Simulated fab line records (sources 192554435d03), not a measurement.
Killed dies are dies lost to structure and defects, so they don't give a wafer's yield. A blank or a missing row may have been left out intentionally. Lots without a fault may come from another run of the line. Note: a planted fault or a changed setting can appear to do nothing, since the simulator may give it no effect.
3 desks, one fault + flow n5_finfet + numbers are kept per desk, each desk with only its own; the story behind them comes last

THE DEFECT DESK
What the inspections along the route counted, lot by lot: means of the sampled wafers that have a number. Marked OUT: a lot whose mean sits more than 4 standard deviations from the usual mean, which makes it out of limits; the brackets give that distance.
Columns: A = raw_defect_count at N5_MIM_BOT_LITHO_INSPECT_12, usual 1.8
| lot  | first seen here | A   |
|------|-----------------|-----|
| L957 | day 12 09:55    | 1.0 |
| L958 | day 12 11:43    | 0.7 |
| L973 | day 15 12:21    | 3.0 |
| L974 | day 15 17:36    | 1.3 |
| L975 | day 17 01:07    | 2.7 |
| L980 | day 17 07:46    | 2.7 |
This desk's finding: nothing out of limits on any of the 6 lots.

FROM THE METROLOGY DESK
Means of the sampled wafers that have a number, per lot and without regard to the tool the lot ran on: this is what the gauges read. Marked OUT: a lot whose mean sits more than 4 standard deviations from the usual mean, which makes it out of limits; the brackets give that distance.
Columns: A = cd_nm at N5_MIM_BOT_LITHO_CD_MEAS_08, usual 2998.8 nm; B = MIM_BOT_OVL at N5_MIM_BOT_LITHO_OVL_MEAS_11, usual 1 nm
| lot  | first seen here | A      | B  |
|------|-----------------|--------|----|
| L957 | day 12 09:52    | 2999.4 | -3 |
| L958 | day 12 11:40    | 2998.7 | -6 |
| L973 | day 15 12:17    | 2998.4 | -4 |
| L974 | day 15 17:33    | 2998.1 | 3  |
| L975 | day 17 01:04    | 3001.6 | 0  |
| L980 | day 17 07:43    | 2997.0 | 3  |
This desk's finding: nothing out of limits on any of the 6 lots.

AT THE TOOL OWNER'S DESK: rie_metal-02
The tool's own readings at N5_MIM_BOT_ETCH_ETCH_03 (etches the open film in Cl2/BCl3, target depth 12 nm): means of the sampled wafers that have a number, for each lot that ran on this tool. Marked OUT: a lot whose mean sits more than 4 standard deviations from the usual mean, which makes it out of limits; the brackets give that distance.
Columns: A = drypump_motor_current_A at N5_MIM_BOT_ETCH_ETCH_03, usual 5.9 A; B = oes_product_au at N5_MIM_BOT_ETCH_ETCH_03, usual 0.79 a.u.; C = rf_fwd_power_W at N5_MIM_BOT_ETCH_ETCH_03, usual 793.1 W; D = throttle_valve_pct at N5_MIM_BOT_ETCH_ETCH_03, usual 27.38 %
| lot  | first seen here | A   | B    | C               | D     |
|------|-----------------|-----|------|-----------------|-------|
| L958 | day 12 11:59    | 6.1 | 0.79 | 795.4           | 27.38 |
| L973 | day 15 12:37    | 6.3 | 0.74 | 729.5 (-22) OUT | 27.31 |
| L974 | day 15 17:47    | 6.1 | 0.70 | 664.4 (-44) OUT | 27.39 |
This desk finds L973, L974 out of limits, L973 being first, at day 15 12:37 (rf_fwd_power_W at N5_MIM_BOT_ETCH_ETCH_03). In limits: L958.

ALL TOGETHER
On L973, L974, at day 15 12:37, an alarm was possible from the tool owner's desk.
Nothing the defect desk looked at was out of limits.
The metrology desk saw nothing out of limits.
The defect desk has L973, L974 on record, within its limits.
The metrology desk has L973, L974 on record, within its limits.
N5_MIM_BOT_ETCH_ETCH_03 was run on rie_metal-02 by each of the lots named.

WHAT THE SIMULATOR HAD PUT IN
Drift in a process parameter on rie_metal-02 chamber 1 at N5_MIM_BOT_ETCH_ETCH_03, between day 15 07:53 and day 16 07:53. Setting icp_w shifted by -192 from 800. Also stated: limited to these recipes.
Lots struck among those shown: L973, L974.
Delay in hours, fault start to first out-of-limits reading, by desk: the tool owner's desk at 5.
